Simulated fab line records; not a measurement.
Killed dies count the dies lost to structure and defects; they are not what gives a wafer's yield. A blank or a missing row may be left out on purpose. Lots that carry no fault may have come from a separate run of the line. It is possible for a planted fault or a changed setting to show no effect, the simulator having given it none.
Problem report in the 8D (eight disciplines) form, filled by code + flow nand-harc + the parts of the form that need people (team, actions taken, sign-off) are left out

1. THE ISSUE
killed-at-array at NHARC_END_SORT_01 reads a mean of 287 on 1 wafer of 1 lot; wafers without a fault read 28 with a standard deviation of 11. That puts it +24 standard deviations away from the usual mean.
First seen on wafer L982.4, day 21 22:40, on prober-01. The record holds 3 wafers of 1 lot with a number at this step. The rule behind "out" and "out of limits": a value lying over 4 standard deviations away from the usual mean. Any other wafer with a number is counted as sound.

2. WHAT IT IS AND WHAT IT IS NOT
| question                    | is                           | is not                                                           |
|-----------------------------|------------------------------|------------------------------------------------------------------|
| which readings at this step | killed-at-array, killed-dies | killed-at-other, killed-at-periphery, killed-open, killed-short  |
| which lots                  | L982                         | -                                                                |
| which wafers of those lots  | L982.4                       | L982.3, L982.5                                                   |
| read on which gauges        | prober-01                    | -                                                                |
| when                        | from day 21 22:40            | up to then (1 sound wafer); but 1 sound wafer of L982 came after |

3. WHAT RULES OUT EACH SUSPECT
Counting: any tool at a process step up to the reading remains a suspect provided it ran every lot that is out. Sound lots after the first of them don't rule it out here, since some wafers of a struck lot are sound.
- the gauge at NHARC_END_SORT_01: kept. All the wafers that are out were read on prober-01, and no step on other tools shows them out.
- cmp-02 at NHARC_A_STAIRCASE_CMP_152 (polishes): kept. It ran the lot that is out, L982 (day 15 21:54).
- cmp-04 at NHARC_A_STAIRCASE_CMP_472 (polishes SiO2): kept. It ran the lot that is out, L982 (day 15 23:18).
- pecvd-01 at NHARC_A_SGD_CUT_DEP_00 (deposits SiNx, target thk 50 nm): kept. It ran the lot that is out, L982 (day 15 23:43).
- rie-diel-12 at NHARC_A_SGD_CUT_DESCUM_14 (chemistry O2, time 3 s): kept. It ran the lot that is out, L982 (day 16 03:10).
- At NHARC_A_STAIRCASE_CMP_152, inside cmp-02: chamber 2 took the wafers that are out, while their sound lot-mates went through chambers 0, 3.
- At NHARC_A_STAIRCASE_CMP_472, inside cmp-04: chamber 2 took the wafers that are out, while their sound lot-mates went through chambers 0, 1.
- Within pecvd-01 at NHARC_A_SGD_CUT_DEP_00: the wafers that are out ran in chamber 2; their sound lot-mates ran in chamber 0.
Left after counting: cmp-02 at NHARC_A_STAIRCASE_CMP_152, cmp-04 at NHARC_A_STAIRCASE_CMP_472, pecvd-01 at NHARC_A_SGD_CUT_DEP_00, rie-diel-12 at NHARC_A_SGD_CUT_DESCUM_14, prober-01 at NHARC_END_SORT_01.

4. THE CAUSE (what the simulator had put in)
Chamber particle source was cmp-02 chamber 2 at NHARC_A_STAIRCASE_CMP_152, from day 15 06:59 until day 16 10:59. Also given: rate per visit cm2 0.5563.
Of the 5 suspects that counting leaves, this tool is one.

5. THE EFFECT CHAIN, in route order
Each row: a reading whose mean over the struck wafers that have a number lies more than 3 standard deviations from the usual. Scope: only readings with a usual standard deviation given in the record; hours: median across lots of the time from each lot's start at the first step in this table that gives one to its start at this step; sigmas: change in usual standard deviations.
| hours | step              | reading         | usual | on struck wafers | change | sigmas |
|-------|-------------------|-----------------|-------|------------------|--------|--------|
| 0     | NHARC_END_SORT_01 | killed-at-array | 28    | 287              | +259   | +24    |
| 0     | NHARC_END_SORT_01 | killed-dies     | 32    | 288              | +256   | +23    |

6. WHAT WOULD HAVE CAUGHT IT SOONER
The first out-of-limits reading at a measuring or inspecting step in this record came at day 21 22:40, 160 hours after the fault's start at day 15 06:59.
Tool readings at NHARC_A_STAIRCASE_CMP_152 with a usual standard deviation given in the record: none out on any struck wafer, hence no alarm at a limit of 4 standard deviations on them.
Lots out: 1; all had begun NHARC_A_STAIRCASE_CMP_152 on cmp-02 by day 21 22:40. Tool hold at that time: it would have spared none of them.
